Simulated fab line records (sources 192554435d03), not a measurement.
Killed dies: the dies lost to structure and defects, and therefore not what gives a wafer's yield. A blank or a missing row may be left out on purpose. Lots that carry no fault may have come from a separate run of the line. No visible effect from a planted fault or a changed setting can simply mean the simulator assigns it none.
Which tool is to blame?    flow n5-finfet    Sampling: 6 lots, 18 wafers, 2 of 1938 route steps

## WHAT EACH GAUGE READ, for each wafer
N5_PASSIVATION_OVL_MEAS_63.
lot   measured      on          PAD_OVL (nm)
L928  day 12 21:53  overlay-02  4 1 2
L931  day 15 08:42  overlay-01  -4 0 -3
L935  day 16 16:22  overlay-02  -8 -3 -1
L939  day 17 17:49  overlay-01  5 0 -2
L942  day 19 12:14  overlay-01  2 -7 -5
L948  day 20 01:41  overlay-01  -6 -8 -5

## WHAT TOOL EACH LOT RAN ON (gives the tool, then ch and the chambers of the sampled wafers, and finally the start)
lot   N5_BEOL_M1_SPUTTER_92
L928  pvd-sputter-02, day 7 03:22
L931  pvd-sputter-03, day 7 10:35
L935  pvd-sputter-02, day 8 22:47
L939  pvd-sputter-03, day 10 03:00
L942  pvd-sputter-02, day 10 20:32
L948  pvd-sputter-03, day 11 08:34
- N5_BEOL_M1_SPUTTER_92: material Cu, target thk 4.5 nm, time 8.29 s.

## THE ANSWER, worked out from the rows above alone
Rule: the lots themselves supply what counts as usual. Put in order of their means at a reading, lots are off if they are a third of the lots or fewer, leave a main group of 4 or more, and stand apart from it by a gap of 3 or more times the standard deviation of the main group's means; of several such gaps the widest counts. If all means in a main group match to the digits the tables above print for the reading, that group is not used. A lot without any number at a reading at which 4 lots or more have one is off too. The other lots that the step has rows for count as sound.
None of the lots is off at any reading shown; this tells nothing.

## WHAT THE SIMULATOR HAD INSERTED
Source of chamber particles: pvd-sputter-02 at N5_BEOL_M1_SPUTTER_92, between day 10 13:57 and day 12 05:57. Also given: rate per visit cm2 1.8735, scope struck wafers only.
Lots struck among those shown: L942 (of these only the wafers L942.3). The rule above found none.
